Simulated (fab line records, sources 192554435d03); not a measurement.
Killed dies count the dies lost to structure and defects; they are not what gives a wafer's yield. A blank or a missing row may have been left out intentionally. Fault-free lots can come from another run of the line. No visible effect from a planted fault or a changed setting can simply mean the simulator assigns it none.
Struck lot and sound lot, side by side | flow n5-finfet | 21 steps out of a route of 1938
Sound: wafers L683.1, L683.2, L683.5. The struck wafers were L689.1, L689.2, L689.5. The cause comes at the end.
Order at every step that has rows: each side's tool, ch and its chambers, its first start. Under that, the readings that differ: sound wafers | struck wafers | difference of the means | sigmas: that difference in standard deviations of wafers without a fault.
alike: readings with means less than 2 such deviations apart, plus words and numbers identical on both sides. not compared: withheld readings, readings lacking a value on some wafer, bounds such as >300 that could conceal the same value, and numbers that have no deviation in the record and whose values overlap.
The two part at a step that has a row with sigmas, a row that says differs or no value, or rows on one side only. When numbers do not overlap yet have no deviation, they are printed without sigmas and do not part them. A reading that every wafer of one side lacks parts them only if that side has two wafers or more.

first, 9 steps without rows for these wafers: N5_BEOL_M0_CO_CAP_123 (material Co, precursor CCTBA/H2, target thk 2 nm, time 102.1 s); N5_BEOL_M0_PRE_CLEAN_124 (time 15 s); N5_BEOL_M0_DEP_125 (deposits SiCN from 3MS/NH3, target thk 8 nm, time 14 s); N5_BEOL_M1_ILD_DEP_00 (deposits SiOC from DEMS/O2, target thk 79 nm, time 15.3 s); N5_BEOL_M1_PECVD_72 (deposits SiO2 from TEOS/O2, target thk 16 nm, time 18 s); N5_BEOL_M1_HM_DEP_02 (deposits TiN, target thk 20 nm); N5_BEOL_M1_COAT_61 (time 60 s, resist thk 60 nm); N5_BEOL_M1_COAT_62 (time 60 s, resist thk 12 nm); N5_BEOL_M1_COAT_73 (time 60 s, resist thk 5 nm).
N5_BEOL_M1_COAT_05: resist thk 30 nm.
  sound on litho-track-01 ch 0, day 7 17:29; struck on litho-track-01 ch 0, day 9 04:40
  reading                                      | sound                | struck               | difference | sigmas
  spin-speed-rpm (rpm)                         | 1499.0 1499.4 1497.8 | 1448.7 1447.6 1448.3 | -50.5      | -51
  model.CAR-EUV_of_BEOL_M1_COAT_05.thk-nm (nm) | 30 30 30             | 30.6 30.6 30.6       | +0.6       |
  alike: chill-plate-temp-C
then, 7 steps without rows for these wafers: N5_BEOL_M1_EBR_07; N5_BEOL_M1_SOFTBAKE_06 (time 60 s); N5_BEOL_M1_EXPOSE_08 (exposes mask M1); N5_BEOL_M1_PEB_09 (peb time 60 s); N5_BEOL_M1_DEVELOP_10 (develop time 30 s); N5_BEOL_M1_DESCUM_16 (chemistry O2, time 7 s); N5_BEOL_M1_ETCH_74 (etches underlayer in N2/H2, target depth 6.5 nm, time 5.2 s).
N5_BEOL_M1_ETCH_63: etches SiARC in CF4, target depth 15.6 nm, time 26 s.
  sound on rie-diel-03 ch 0,1,3, day 7 17:55; struck on rie-diel-06 ch 0,1,3, day 9 06:16
  reading                                      | sound        | struck         | difference | sigmas
  model.CAR-EUV_of_BEOL_M1_COAT_05.thk-nm (nm) | 11.2 11.2 11 | 11.6 11.6 11.8 | +0.5       |
  alike: drypump-motor-current-A, etch-rf-on-time-s, oes-product-au, rf-vpp-V, showerhead-plenum-p-Torr, throttle-valve-pct
  not compared: rf-hours-counter-h
then, 1 step without rows for these wafers: N5_BEOL_M1_ETCH_64 (etches SOC in N2/H2, target depth 75 nm, overetch 15 nm, time 112.5 s).
-- a jump in the record: the struck wafers' starts before and after are 3 days apart (it breaks off in module BEOL_M1 and resumes in module BEOL_M4, where the first step shown is number 1111 of the route) --
N5_BEOL_M4_RC_MEAS_101:
  sound on prober-02 ch 0, day 9 21:23; struck on prober-01 ch 0, day 11 22:21
  reading        | sound                | struck               | difference | sigmas
  DIBL_N (mV/V)  | 35.1 33.7 32.4       | 37.3 40.0 41.0       | +5.7       | +3
  DIBL_P (mV/V)  | 34.8 33.0 31.8       | 36.7 38.6 42.9       | +6.2       | +2
  IOFF_N (nA/um) | 0.15 0.13 0.11       | 0.20 0.24 0.32       | +0.12      | +3
  IOFF_P (nA/um) | 0.20 0.18 0.16       | 0.25 0.28 0.38       | +0.12      | +3
  SS_N (mV/dec)  | 71.2 70.7 70.3       | 71.7 73.6 73.0       | +2.0       | +3
  SS_P (mV/dec)  | 72.8 72.2 72.3       | 73.8 74.4 74.9       | +1.9       | +2
  VT_P (mV)      | -251.9 -250.2 -252.0 | -248.5 -246.2 -241.7 | +5.9       | +2
  alike: ION_N, ION_P, VT_N
-- here the record skips 5 days between the struck wafers' starts before and after, leaving off in module BEOL_M4 and picking up in module PASSIVATION (first step shown: number 1936 of the route) --
N5_PASSIVATION_PROBE_49:
  sound on prober-02, day 14 08:10; struck on prober-01, day 17 05:15
  reading                | sound | struck   | difference | sigmas
  sort_bin_4_leakage (%) | 0 0 0 | 0 0 1.27 | +0         | +4
  alike: defect-limited-yield, killed_at_M0_to_M3, killed_at_M4_up, killed-at-contacts, killed-at-front-end, killed-at-other, killed-dies, killed-open, killed-short, sort_bin_5_function, sort_bin_6_memory, sort_bin_8_speed, sort-n-pass, sort-yield-pct

== WHERE THEY PART ==
Earliest at N5_BEOL_M1_COAT_05; latest, in this record, at N5_PASSIVATION_PROBE_49.

WHY: whatever the simulator had introduced
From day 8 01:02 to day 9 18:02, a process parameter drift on litho-track-01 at N5_BEOL_M1_COAT_05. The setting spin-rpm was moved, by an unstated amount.
